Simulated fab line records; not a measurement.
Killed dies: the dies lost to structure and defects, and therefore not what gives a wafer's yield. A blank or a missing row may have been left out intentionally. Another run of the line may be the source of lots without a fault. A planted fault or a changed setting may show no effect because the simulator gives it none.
8D (eight disciplines) problem report, filled in by code	flow nand_harc	the parts of the form that need people (team, actions taken, sign-off) are left out

== 1. THE PROBLEM ==
At NHARC_A_STAIRCASE_ETCH_169, run_length_s averages 140.1 s over 2 wafers from 2 lots, while fault-free wafers read 128.5 s, standard deviation 0.37. That puts it +31 standard deviations away from the usual mean.
The step: etches the open film in CH3F/O2, target depth 50 nm, time 107.1 s.
Seen first at day 14 16:56 on rie_diel-11, wafer L830.2. The record holds 36 wafers of 12 lots with a number at this step. By rule, "out" or "out of limits" means more than 4 standard deviations away from the usual mean. The rest of the wafers with a number are treated as sound.

== 2. WHAT IT IS, AND WHAT IT ISN'T ==
question	is	is not
which readings at this step	run_length_s	chamber_pressure_mTorr, drypump_motor_current_A, oes_product_au, rf_vpp_V, showerhead_plenum_p_Torr, throttle_valve_pct
which lots	L830, L836	L817, L819, L820, L821, L822, L823, L825, L826, L827, L832
which wafers of those lots	L830.2, L836.3	L830.1, L830.4, L836.5, L836.6
read on which tools	rie_diel-11	rie_diel-02, rie_diel-03
when	from day 14 16:56	up to then (32 sound wafers); but 2 sound wafers of L836 came after

== 3. WHAT RULES OUT EACH SUSPECT ==
Counting: a tool at a process step up to the reading stays a suspect if it ran every lot that is out. Sound lots after the first of them don't rule it out here, since some wafers of a struck lot are sound.
- ald_hk-01 at NHARC_A_CHANNEL_FILL_D1_ALD_02 (deposits SiO2, target thk 6 nm, pulse time 10 s, ald cycles 60): kept. Every lot that is out went through it, the first being L830 (day 12 18:08); the last sound lot it ran before that was L832 (day 12 15:07).
- rie_diel-11 at NHARC_A_STAIRCASE_ETCH_169 (etches the open film in CH3F/O2, target depth 50 nm, time 107.1 s): kept. Every lot that is out went through it, the first being L830 (day 14 16:56); the last sound lot it ran before that was L832 (day 14 16:37). Out on those wafers are its own readings of run_length_s.
- In ald_hk-01 at NHARC_A_CHANNEL_FILL_D1_ALD_02, the wafers that are out were processed in chamber 3 and their sound lot-mates in chambers 0, 1, 2.
- In rie_diel-11 at NHARC_A_STAIRCASE_ETCH_169, the wafers that are out were processed in chamber 0 and their sound lot-mates in chambers 1, 2, 3.
The count leaves rie_diel-11 at NHARC_A_STAIRCASE_ETCH_169 and ald_hk-01 at NHARC_A_CHANNEL_FILL_D1_ALD_02.

== 4. THE CAUSE (what the simulator had put in) ==
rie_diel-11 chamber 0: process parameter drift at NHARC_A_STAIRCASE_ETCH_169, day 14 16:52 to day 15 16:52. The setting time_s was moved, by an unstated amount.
2 suspects survive the count, and this tool is in that group.

== 5. THE CHAIN OF EFFECTS, in route order ==
Each row: a reading whose mean over the struck wafers that have a number lies more than 3 standard deviations from the usual. Readings are gone through only where the record gives a usual standard deviation; hours: the median, over the lots, of the time from a lot's start at the first step in this table giving one to that lot's start at this step; sigmas: the change measured in usual standard deviations.
hours	step	reading	usual	on struck wafers	change	sigmas
0	NHARC_A_STAIRCASE_ETCH_169	run_length_s	128.5 s	140.1	+11.6	+31
Its process steps:
- NHARC_A_STAIRCASE_ETCH_169: etches the open film in CH3F/O2, target depth 50 nm, time 107.1 s.

== 6. HOW IT WOULD HAVE BEEN CAUGHT EARLIER ==
In this record the first reading out of limits was taken at day 14 16:56, 0 hours after the fault began at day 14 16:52.
